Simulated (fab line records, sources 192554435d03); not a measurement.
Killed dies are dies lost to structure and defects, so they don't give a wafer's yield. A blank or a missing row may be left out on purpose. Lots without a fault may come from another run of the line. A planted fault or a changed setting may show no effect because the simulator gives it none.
Split-lot experiment | flow n5_finfet | 7 lots, 21 wafers read, on a route of 1938 steps

THE SPLIT
At N5_BEOL_M14_SPUTTER_43 (material TaN, target thk 15 nm, time 24.19 s), the setting power_w was moved away from the recipe's 15000 W on 5 of the 21 wafers read, by -16.4% to -8.0%. The other wafers ran this setting at the recipe's value.

The reading is taken at the split's own step.

THE READING
TaN_of_BEOL_M14_SPUTTER_43.thk_nm (the simulator's own value, which no gauge read), in nm, at N5_BEOL_M14_SPUTTER_43 (material TaN, target thk 15 nm, time 24.19 s). The file gives no usual value for it. The 16 wafers here that ran the recipe average 14.9 nm, standard deviation 0.2 nm.

wafer  | tool, chamber at the split | power_w as run, W | against the recipe | TaN_of_BEOL_M14_SPUTTER_43.thk_nm, nm | against lot-mates on the recipe
L074.1 | pvd_sputter-03, -          | 15000             | recipe             | 14.6                                  | -
L074.6 | pvd_sputter-03, -          | 15000             | recipe             | 14.6                                  | -
L074.4 | pvd_sputter-03, -          | 12540             | -16.4%             | 12.2                                  | -2.4
L078.1 | pvd_sputter-02, -          | 15000             | recipe             | 15                                    | -
L078.2 | pvd_sputter-02, -          | 12570             | -16.2%             | 12.8                                  | -2.2
L078.5 | pvd_sputter-02, -          | 12570             | -16.2%             | 12.6                                  | -2.4
L081.1 | pvd_sputter-03, -          | 15000             | recipe             | 14.8                                  | -
L081.4 | pvd_sputter-03, -          | 15000             | recipe             | 14.8                                  | -
L081.6 | pvd_sputter-03, -          | 15000             | recipe             | 14.8                                  | -
L084.2 | pvd_sputter-03, -          | 15000             | recipe             | 14.8                                  | -
L084.6 | pvd_sputter-03, -          | 15000             | recipe             | 14.8                                  | -
L084.3 | pvd_sputter-03, -          | 15000             | recipe             | 15                                    | -
L083.1 | pvd_sputter-02, -          | 15000             | recipe             | 15.2                                  | -
L083.2 | pvd_sputter-02, -          | 15000             | recipe             | 15.4                                  | -
L083.4 | pvd_sputter-02, -          | 15000             | recipe             | 15                                    | -
L093.3 | pvd_sputter-03, -          | 15000             | recipe             | 15                                    | -
L093.4 | pvd_sputter-03, -          | 13800             | -8.0%              | 13.6                                  | -1.4
L093.6 | pvd_sputter-03, -          | 13800             | -8.0%              | 13.6                                  | -1.4
L094.1 | pvd_sputter-02, -          | 15000             | recipe             | 14.8                                  | -
L094.5 | pvd_sputter-02, -          | 15000             | recipe             | 14.8                                  | -
L094.6 | pvd_sputter-02, -          | 15000             | recipe             | 14.8                                  | -

THE FIT
A straight line over all 21 wafers: TaN_of_BEOL_M14_SPUTTER_43.thk_nm changes by +0.147 nm for each +1% of power_w; r = +0.97; the points scatter about the line by 0.21 nm.
The same after taking each lot's own level away (the mean of its wafers on the recipe; 21 wafers): +0.147 nm for each +1%; r = +0.99; scatter 0.11 nm.
On that fit, the largest move of power_w shifts the reading by 2.4 nm.
The lots' own levels span 14.60 to 15.20 nm, that is 3.0 times the standard deviation above.
So the lot-to-lot level changes the slope little: the two slopes agree.
Check: with one of the wafers moved furthest among these (-16.4%) left out of the fit, the line predicts -2.43 nm for it against its lot-mates. It came out at -2.4 nm against them.

OTHER SPLITS ON THESE WAFERS
These wafers also went through other splits before the reading. Each is held against what the fit with the lots' levels taken away leaves over:
other split on the same wafers      | wafers away from the commonest value | r with TaN_of_BEOL_M14_SPUTTER_43.thk_nm (lot level and that fit taken away)
N5_BEOL_M7_EXPOSE_25 dose_mj        | 7                                    | +0.01
N5_BEOL_M7_VIA_ETCH_34 bias_w       | 5                                    | -0.17
N5_BEOL_M7_TRENCH_ETCH_37 source_w  | 10                                   | +0.39
N5_BEOL_M9_COAT_22 spin_rpm         | 6                                    | -0.04
N5_BEOL_M10_COAT_22 spin_rpm        | 7                                    | +0.32
N5_BEOL_M10_EXPOSE_25 dose_mj       | 4                                    | +0.15
N5_BEOL_M11_TRENCH_ETCH_37 source_w | 9                                    | -0.14
N5_BEOL_M12_COAT_04 spin_rpm        | 4                                    | -0.17
N5_BEOL_M12_PEB_08 peb_time_s       | 5                                    | -0.03

THE FILE'S OWN FIT
TaN_of_BEOL_M14_SPUTTER_43.thk_nm changes by +0.147 nm for each +1% of power_w, r = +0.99.
